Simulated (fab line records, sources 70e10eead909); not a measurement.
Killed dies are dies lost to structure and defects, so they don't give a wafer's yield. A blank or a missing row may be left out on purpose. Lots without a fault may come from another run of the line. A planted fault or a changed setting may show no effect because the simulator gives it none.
Problem report in the 8D (eight disciplines) form, filled by code | flow nand_harc | the parts of the form that need people (team, actions taken, sign-off) are left out

1. THE PROBLEM
cd_nm at NHARC_P_ZERO_WELL_CD_MEAS_37 reads a mean of 686.2 nm on 6 wafers of 2 lots; wafers without a fault read 718.9 nm with a standard deviation of 1.9. That is -17 standard deviations from the usual mean.
The step: target cd 720 nm.
First seen on wafer L168.2, day 5 04:07, on cd_sem-01. The record holds 39 wafers of 13 lots with a number at this step. Rule for "out", or "out of limits": more than 4 standard deviations from the usual mean. The other wafers with a number count as sound.

2. WHAT IT IS AND WHAT IT IS NOT
question                    | is                     | is not
which readings at this step | cd_nm                  | -
which lots                  | L168, L170             | L156, L158, L159, L160, L161, L162, L164, L169, L171, L172, L173
which wafers of those lots  | all that have a number | -
read on which gauges        | cd_sem-01, cd_sem-02   | cd_sem-03
when                        | from day 5 04:07       | up to then (21 sound wafers); but 12 sound wafers of L169, L171, L172, L173 came after

3. SUSPECTS, AND WHAT RULES EACH OUT
Counting: a tool at a process step up to the reading stays a suspect if it ran every lot that is out and no sound lot after the first of them.
- the gauge at NHARC_P_ZERO_WELL_CD_MEAS_37: ruled out. The wafers that are out were read on 2 gauges (cd_sem-01, cd_sem-02).
- krf_scanner-02 at NHARC_P_ZERO_WELL_EXPOSE_34 (exposes mask P PWELL, target cd 720 nm): kept. It ran every lot that is out, first L168 (day 5 03:58), and no sound lot after that; its last sound lot up to then is L159 (day 2 21:59). Its own readings are out on those wafers: exposure_dose_mJ_cm2.
Left after counting: krf_scanner-02 at NHARC_P_ZERO_WELL_EXPOSE_34.

4. THE CAUSE (what the simulator had put in)
Process parameter drift: krf_scanner-02, from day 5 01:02 on, at NHARC_P_ZERO_WELL_EXPOSE_34. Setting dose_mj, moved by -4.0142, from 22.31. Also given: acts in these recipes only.
Counting left only this tool.

5. THE CHAIN OF EFFECTS, in route order
Each row: a reading whose mean over the struck wafers that have a number lies more than 3 standard deviations from the usual. Only readings for which the record gives a usual standard deviation are gone through. hours: the time from each lot's start at the first step in this table that gives one to its start at this step, as a median over the lots. sigmas: the change in usual standard deviations.
hours | step                         | reading              | usual    | on struck wafers | change | sigmas
0     | NHARC_P_ZERO_WELL_EXPOSE_34  | exposure_dose_mJ_cm2 | 22.307   | 18.321           | -3.986 | -99 or more
0     | NHARC_P_ZERO_WELL_CD_MEAS_37 | cd_nm                | 718.9 nm | 686.2            | -32.6  | -17
The process steps in it:
- NHARC_P_ZERO_WELL_EXPOSE_34: exposes mask P PWELL, target cd 720 nm.
Later measuring or inspecting steps at which every struck wafer that the step has a row for has a number for every such reading, and none has moved that far: NHARC_P_STI_OCD_MEAS_17, NHARC_P_STI_INSPECT_25.

6. WHAT WOULD HAVE CAUGHT IT SOONER
In this record the first reading out of limits at a measuring or inspecting step was taken at day 5 04:07, 3 hours after the fault began at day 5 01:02.
The tool's own readings at NHARC_P_ZERO_WELL_EXPOSE_34 were out on every struck wafer that the step has a row for (exposure_dose_mJ_cm2): an alarm limit on them would have fired on the first of those.
Of the lots that are out (2), L170 began NHARC_P_ZERO_WELL_EXPOSE_34 on krf_scanner-02 after day 5 04:07. A hold on the tool at that time would have spared it.
